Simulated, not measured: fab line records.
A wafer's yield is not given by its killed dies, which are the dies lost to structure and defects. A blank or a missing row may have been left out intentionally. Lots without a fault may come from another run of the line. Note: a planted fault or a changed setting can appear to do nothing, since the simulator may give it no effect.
Struck lot and sound lot, side by side + flow nandHarc + 13 steps out of a route of 1159
Sound: the wafers L472.1, L472.5, L472.6. Wafers L485.1, L485.2, L485.3 were the ones struck. The cause comes at the end.
For every step that has rows: the tool of each side, followed by ch and its chambers, followed by its first start. Under that, the readings that differ: sound wafers + struck wafers + difference of the means + sigmas: that difference in standard deviations of wafers without a fault.
alike: readings whose means differ by less than 2 such deviations, and words and numbers that are the same on both sides. not compared: withheld readings, readings that some wafer has no value for, bounds like >300 that may hide the same value, and numbers for which the record gives no deviation and whose values overlap.
Wherever a step has rows on one side only, a row that says differs or no value, or a row with sigmas, the two part there. When numbers do not overlap yet have no deviation, they are printed without sigmas and do not part them. A reading that every wafer of one side lacks parts them only if that side has two wafers or more.

first, 1 step without rows for these wafers: NHARC_A_M0_PRE_CLEAN_29 (time 30 s).
NHARC_A_M0_PVD_20: deposits TaN, target thk 5 nm, time 8.06 s.
  sound on pvdSputter-03; struck on pvdSputter-02
  alike: throttleValvePct
NHARC_A_M0_PVD_21: deposits Cu, target thk 30 nm, time 20.49 s.
  sound on pvdSputter-03; struck on pvdSputter-02
  alike: throttleValvePct
then, 2 steps without rows for these wafers: NHARC_A_M0_ECD_22 (material Cu, target thk 400 nm); NHARC_A_M0_ANNEAL_30 (time 90 s).
NHARC_A_M0_CMP_23: polishes, t overpolish 20 s, target thk 113.75 nm.
  sound on cmp-03 ch 1,2,3, day 18 11:20; struck on cmp-04 ch 0,1,2, day 22 00:55
  alike: motorCurrentA, timeToEndpointS
NHARC_A_M0_THK_MEAS_24: measures by xrf.
  sound on filmMetro-01, day 18 11:36; struck on filmMetro-01, day 22 01:14
  alike: thkNm
next, for these wafers, 1 step has no rows: NHARC_A_M0_SRD_25.
NHARC_A_M0_INSPECT_27:
  sound on defectInspect-01, day 18 11:45; struck on defectInspect-02, day 22 01:25
  alike: rawDefectCount
NHARC_A_M0_PRE_CLEAN_31: time 12 s.
  sound on pecvd-03 ch 1,2, day 18 12:01; struck on pecvd-02 ch 0,1,2, day 22 01:52
  alike: heaterPowerW
  not compared: sinceWetCleanH
NHARC_A_M0_DEP_32: deposits SiCN, target thk 30 nm.
  sound on pecvd-03 ch 1,2, day 18 12:07; struck on pecvd-02 ch 0,1,2, day 22 01:57
  alike: chamberPressureTorr, heaterPowerOuterW, heaterPowerW, showerheadVppV
  not compared: sinceWetCleanH
NHARC_A_M1_DEP_00: deposits SiOC, target thk 182.5 nm.
  sound on pecvd-04 ch 0,1, day 18 12:40; struck on pecvd-04 ch 0,1,2, day 22 02:23
  no value came back on the struck wafers for chamberPressureTorr (Torr), rfFwdPowerW (W), showerheadVppV (V); on the sound wafers chamberPressureTorr (Torr) reads 5.005 5.013 4.995
  not compared: sinceWetCleanH
then, 1 step without rows for these wafers: NHARC_A_M1_DEHYDRATE_01 (time 120 s).

## WHERE THEY PART
Only at NHARC_A_M1_DEP_00, as far as this record shows.

WHY: whatever the simulator had introduced
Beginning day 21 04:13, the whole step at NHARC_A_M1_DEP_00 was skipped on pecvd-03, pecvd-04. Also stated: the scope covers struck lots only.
